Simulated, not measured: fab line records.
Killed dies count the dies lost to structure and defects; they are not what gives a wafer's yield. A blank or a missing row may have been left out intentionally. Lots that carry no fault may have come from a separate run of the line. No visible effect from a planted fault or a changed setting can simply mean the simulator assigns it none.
Which tool is to blame? | flow nandHarc | 12 lots, 36 wafers sampled, at 1 step of a route of 1159

## WHAT THE GAUGES SHOWED, per wafer
NHARC_P_CONTACT_INSPECT_14.
lot  | measured     | on               | rawDefectCount
L075 | day 5 13:52  | defectInspect-01 | 1 4 4
L077 | day 6 03:44  | defectInspect-01 | 3 1 1
L078 | day 6 16:52  | defectInspect-02 | 2 1 3
L081 | day 7 05:55  | defectInspect-01 | 3 8 7
L083 | day 7 18:26  | defectInspect-02 | 2 2 3
L087 | day 8 19:28  | defectInspect-02 | 2 1 2
L085 | day 8 22:23  | defectInspect-01 | 3 1 2
L089 | day 9 09:50  | defectInspect-01 | 1 9 2
L092 | day 9 18:37  | defectInspect-02 | 1 2 5
L093 | day 10 04:44 | defectInspect-01 | 3 4 3
L096 | day 10 22:00 | defectInspect-01 | 1 1 3
L097 | day 11 02:38 | defectInspect-01 | 3 6 2

## WHICH TOOL RAN EACH LOT (tool, then ch and the chambers of the sampled wafers, then the start)
The record shows no process step preceding these readings.

## THE ANSWER, worked out from the rows above alone
Rule: the lots themselves supply what counts as usual. The widest of any qualifying gaps counts: lots, ordered by their means at a reading, are off when they make up no more than a third of the lots, leave a main group of 4 or more, and stand apart from it by 3 or more times the standard deviation of that group's means. A main group is skipped when, at the precision printed for the reading in the tables above, its means are all equal. Also off: a lot with no number at a reading for which 4 or more lots have one. Where the step has rows for the other lots, those lots are counted as sound.
Across all readings shown, no lot is off: no conclusion can be drawn from this.

## WHAT THE SIMULATOR HAD INSERTED
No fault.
